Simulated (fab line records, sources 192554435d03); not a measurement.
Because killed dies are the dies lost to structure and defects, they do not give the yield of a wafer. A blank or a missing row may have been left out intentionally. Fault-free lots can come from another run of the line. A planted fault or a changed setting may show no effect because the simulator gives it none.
Which of the tools did it? ; flow n5 finfet ; Sampling: 9 lots, 27 wafers, 6 of 1938 route steps

WHAT THE GAUGES READ, wafer by wafer
N5_BEOL_M1_RS_MEAS_58: measures by four-point-probe.
lot;measured;on;M1_RS (ohm/sq)
L240;day 6 20:15;film metro-02;0.72 0.71 0.63
L242;day 7 18:31;film metro-02;0.72 0.70 0.65
L244;day 7 22:05;film metro-02;0.68 0.66 0.66
L245;day 7 23:23;film metro-02;0.70 0.66 0.66
L246;day 8 06:15;film metro-02;0.64 0.63 0.60
L248;day 8 14:57;film metro-01;0.71 0.70 0.68
L256;day 10 11:31;film metro-02;0.68 0.68 0.62
L261;day 11 19:15;film metro-01;0.65 0.66 0.66
L262;day 12 02:42;film metro-02;0.66 0.69 0.67

N5_BEOL_M1_INSPECT_59: inspects for defects (darkfield).
lot;measured;on;raw defect count
L240;day 6 20:16;defect inspect-01;90 128 64
L242;day 7 18:32;defect inspect-01;82 70 42
L244;day 7 22:07;defect inspect-01;91 98 170
L245;day 7 23:24;defect inspect-01;56 125 74
L246;day 8 06:17;defect inspect-01;95 82 58
L248;day 8 14:59;defect inspect-01;55 91 79
L256;day 10 11:32;defect inspect-01;95 77 112
L261;day 11 19:17;defect inspect-02;65 73 32
L262;day 12 02:44;defect inspect-02;60 78 68

N5_BEOL_M2_OVL_MEAS_12.
lot;measured;on;M2_OVL (nm)
L240;day 6 21:59;overlay-01;-0.8 -1.1 0.0
L242;day 7 20:10;overlay-01;0.2 0.2 0.9
L244;day 7 23:35;overlay-01;0.2 0.8 -0.1
L245;day 8 00:32;overlay-01;1.3 0.0 -0.2
L246;day 8 07:14;overlay-01;0.7 -0.4 -0.7
L248;day 8 15:50;overlay-01;0.2 0.1 0.8
L256;day 10 12:49;overlay-01;0.2 -0.7 -0.6
L261;day 11 20:48;overlay-01;7.5 7.2 7.9
L262;day 12 04:05;overlay-01;7.2 8.2 7.5

N5_BEOL_M4_RC_MEAS_101.
lot;measured;on;DIBL_N (mV/V);DIBL_P (mV/V);IOFF_N (nA/um);IOFF_P (nA/um);ION_N (uA/um);ION_P (uA/um);SS_N (mV/dec);SS_P (mV/dec);VT_N (mV);VT_P (mV)
L240;day 8 02:58;prober-01;37.7 36.9 36.8;38.6 36.7 37.4;0.156 0.151 0.145;0.22 0.20 0.21;647 672 674;451 461 464;72.1 70.9 70.4;73.9 72.5 73.5;252 252 250;-247 -248 -248
L242;day 9 00:37;prober-01;36.3 36.9 38.3;34.1 34.5 36.7;0.138 0.141 0.175;0.20 0.21 0.24;662 675 677;464 469 468;71.5 70.9 71.1;73.2 73.8 73.7;253 253 247;-248 -248 -248
L244;day 9 04:34;prober-01;37.6 37.9 36.8;36.9 37.5 35.5;0.169 0.162 0.147;0.20 0.22 0.18;693 684 675;465 461 462;71.9 71.7 71.4;73.8 74.0 72.9;245 247 251;-252 -249 -254
L245;day 9 11:45;prober-02;33.2 34.2 34.0;32.1 33.6 32.3;0.111 0.129 0.116;0.16 0.19 0.16;667 674 655;459 467 453;70.4 70.5 70.5;72.0 72.8 72.6;254 250 254;-256 -250 -253
L246;day 9 10:25;prober-01;38.1 37.8 37.9;36.8 36.6 36.3;0.191 0.178 0.174;0.26 0.26 0.23;692 686 685;481 475 468;71.9 71.9 71.4;72.9 73.2 73.2;247 247 248;-244 -242 -246
L248;day 10 02:16;prober-02;34.6 35.9 35.2;34.3 35.7 34.7;0.121 0.136 0.137;0.19 0.21 0.19;663 674 677;457 467 468;70.1 71.3 70.8;73.5 72.8 72.4;253 252 250;-249 -247 -249
L256;day 12 00:12;prober-02;38.4 32.6 36.1;39.2 32.9 37.3;0.153 0.076 0.117;0.18 0.12 0.16;669 626 662;448 430 449;71.5 70.0 70.3;74.0 71.7 73.5;255 266 259;-254 -260 -257
L261;day 13 18:52;prober-02;35.8 38.4 35.3;35.0 37.4 33.1;0.147 0.197 0.138;0.19 0.24 0.18;677 691 682;463 478 464;71.3 71.6 71.0;72.4 72.5 71.9;250 246 254;-248 -247 -250
L262;day 13 22:43;prober-02;34.5 35.1 35.3;34.1 35.6 35.2;0.145 0.163 0.164;0.19 0.21 0.21;673 687 692;471 470 469;70.7 70.5 70.9;72.4 72.9 72.9;249 246 247;-249 -247 -247

WHICH TOOL RAN EACH LOT (tool, then ch and the chambers of the sampled wafers, then the start)
lot;N5_BEOL_M2_EXPOSE_08;N5_BEOL_M2_DESCUM_16
L240;euv scanner-02 ch 0, day 6 21:50;rie diel-05 ch 0,1,3, day 6 22:28
L242;euv scanner-02 ch 0, day 7 20:00;rie diel-06 ch 0,1,3, day 7 20:14
L244;euv scanner-02 ch 0, day 7 23:26;rie diel-06 ch 1,3, day 7 23:47
L245;euv scanner-02 ch 0, day 8 00:22;rie diel-03 ch 0,2,3, day 8 01:01
L246;euv scanner-02 ch 0, day 8 07:05;rie diel-03 ch 1,2,3, day 8 07:19
L248;euv scanner-01 ch 0, day 8 15:40;rie diel-05 ch 0,1,3, day 8 16:18
L256;euv scanner-01 ch 0, day 10 12:39;rie diel-05 ch 1,2, day 10 12:55
L261;euv scanner-02 ch 0, day 11 20:38;rie diel-06 ch 0,2,3, day 11 20:53
L262;euv scanner-02 ch 0, day 12 03:55;rie diel-05 ch 0,3, day 12 04:10
- N5_BEOL_M2_EXPOSE_08: exposes mask M2.
- N5_BEOL_M2_DESCUM_16: chemistry O2, time 7 s.

WHAT THE TOOLS THEMSELVES READ (means of the sampled wafers that have a number; where no wafer has one, the mark that the record gives instead)
N5_BEOL_M2_DESCUM_16.
lot;tool;drypump motor current A (A);oes product au (a.u.);rf fwd power W (W);rf vpp V (V);showerhead plenum p Torr (Torr);throttle valve pct (%)
L240;rie diel-05;5.4;0.81;49.58;243.1;2.07;20.44
L242;rie diel-06;5.6;0.73;49.30;242.5;2.09;20.40
L244;rie diel-06;6.1;0.73;49.24;242.4;2.02;20.25
L245;rie diel-03;6.0;0.82;49.51;241.7;2.03;20.44
L246;rie diel-03;5.7;0.88;49.41;242.7;2.07;20.46
L248;rie diel-05;5.4;0.78;49.53;242.8;2.07;20.46
L256;rie diel-05;5.4;0.72;49.58;242.7;2.10;20.35
L261;rie diel-06;5.7;0.85;49.29;244.3;2.13;20.35
L262;rie diel-05;5.4;0.81;49.46;242.4;2.05;20.52

THE ANSWER, worked out from the rows above alone
Rule: usual is defined by the lots themselves. The widest of any qualifying gaps counts: lots, ordered by their means at a reading, are off when they make up no more than a third of the lots, leave a main group of 4 or more, and stand apart from it by 3 or more times the standard deviation of that group's means. If all means in a main group match to the digits the tables above print for the reading, that group is not used. A lot without any number at a reading at which 4 lots or more have one is off too. Where the step has rows for the other lots, those lots are counted as sound. The gauges are gone through in route order, then the tools' own readings, and for those a lot's mean is taken as printed above. At the first step where some lot is off, the reading lying furthest off is the one used; lots without a number count as furthest.
Off: L261, L262, seen at N5_BEOL_M2_OVL_MEAS_12 (M2_OVL). The main group: mean 0.0 nm, standard deviation 0.39.
A tool fits if, at a process step before that reading, it ran every lot that is off, and no sound lot after the first of them. Gauges at N5_BEOL_M2_OVL_MEAS_12: tried the same way as those tools. This does not decide it: 2 tools fit, namely euv scanner-02 at N5_BEOL_M2_EXPOSE_08 and overlay-01 at N5_BEOL_M2_OVL_MEAS_12.

WHAT THE SIMULATOR HAD INSERTED
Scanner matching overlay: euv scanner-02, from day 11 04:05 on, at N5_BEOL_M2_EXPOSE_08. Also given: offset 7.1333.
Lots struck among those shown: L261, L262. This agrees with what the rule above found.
